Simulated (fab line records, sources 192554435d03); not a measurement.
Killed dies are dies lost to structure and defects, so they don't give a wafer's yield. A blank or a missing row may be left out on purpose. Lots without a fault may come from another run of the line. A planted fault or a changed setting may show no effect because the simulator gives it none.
Split-lot experiment | flow n5_finfet | 7 lots, 21 wafers read, on a route of 1938 steps

THE SPLIT
At N5_WELL_APT_COAT_02 (resist thk 950 nm), the setting spin_rpm was moved away from the recipe's 1357 rpm on 7 of the 21 wafers read, by -5.3% to +10.6%. The other wafers ran this setting at the recipe's value.

The reading is taken at the split's own step.

THE READING
coat_of_WELL_APT_COAT_02.thk_nm (the simulator's own value, which no gauge read), in nm, at N5_WELL_APT_COAT_02 (resist thk 950 nm). The file gives no usual value for it. The 14 wafers here that ran the recipe average 952.5 nm, standard deviation 2.2 nm.

wafer  | tool, chamber at the split | spin_rpm as run, rpm | against the recipe | coat_of_WELL_APT_COAT_02.thk_nm, nm | against lot-mates on the recipe
L082.1 | litho_track-02, 0          | 1357                 | recipe             | 951.5                               | -
L082.2 | litho_track-02, 0          | 1357                 | recipe             | 951.6                               | -
L082.3 | litho_track-02, 0          | 1461                 | +7.7%              | 916.4                               | -35.1
L083.4 | litho_track-01, 0          | 1285                 | -5.3%              | 984.6                               | +27.4
L083.5 | litho_track-01, 0          | 1357                 | recipe             | 956.8                               | -
L083.6 | litho_track-01, 0          | 1357                 | recipe             | 957.6                               | -
L087.2 | litho_track-03, 0          | 1441                 | +6.2%              | 922.5                               | -29.6
L087.5 | litho_track-03, 0          | 1357                 | recipe             | 952.1                               | -
L087.6 | litho_track-03, 0          | 1441                 | +6.2%              | 923.6                               | -28.5
L088.2 | litho_track-02, 0          | 1357                 | recipe             | 954.7                               | -
L088.5 | litho_track-02, 0          | 1357                 | recipe             | 952.3                               | -
L088.6 | litho_track-02, 0          | 1501                 | +10.6%             | 908.9                               | -44.6
L089.1 | litho_track-01, 0          | 1403                 | +3.4%              | 939.2                               | -12.5
L089.5 | litho_track-01, 0          | 1357                 | recipe             | 951.7                               | -
L089.6 | litho_track-01, 0          | 1403                 | +3.4%              | 938.5                               | -13.2
L093.1 | litho_track-03, 0          | 1357                 | recipe             | 951.9                               | -
L093.5 | litho_track-03, 0          | 1357                 | recipe             | 951.9                               | -
L093.3 | litho_track-03, 0          | 1357                 | recipe             | 949.5                               | -
L094.1 | litho_track-01, 0          | 1357                 | recipe             | 950.6                               | -
L094.4 | litho_track-01, 0          | 1357                 | recipe             | 951.9                               | -
L094.5 | litho_track-01, 0          | 1357                 | recipe             | 951.5                               | -

THE FIT
A straight line over all 21 wafers: coat_of_WELL_APT_COAT_02.thk_nm changes by -4.65 nm for each +1% of spin_rpm; r = -0.99; the points scatter about the line by 2.8 nm.
The same after taking each lot's own level away (the mean of its wafers on the recipe; 21 wafers): -4.51 nm for each +1%; r = -1.00; scatter 1.5 nm.
On that fit, the largest move of spin_rpm shifts the reading by 48 nm.
The lots' own levels span 951.10 to 957.20 nm, that is 2.8 times the standard deviation above.
So the lot-to-lot level changes the slope little: the two slopes agree.
Check: with one of the wafers moved furthest among these (+10.6%) left out of the fit, the line predicts -49.1 nm for it against its lot-mates. It came out at -44.6 nm against them.

OTHER SPLITS ON THESE WAFERS
These wafers also went through other splits before the reading. Each is held against what the fit with the lots' levels taken away leaves over:
other split on the same wafers  | wafers away from the commonest value | r with coat_of_WELL_APT_COAT_02.thk_nm (lot level and that fit taken away)
N5_ZERO_LAYER_EXPOSE_08 dose_mj | 5                                    | -0.17

THE FILE'S OWN FIT
coat_of_WELL_APT_COAT_02.thk_nm changes by -4.46 nm for each +1% of spin_rpm, r = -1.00.
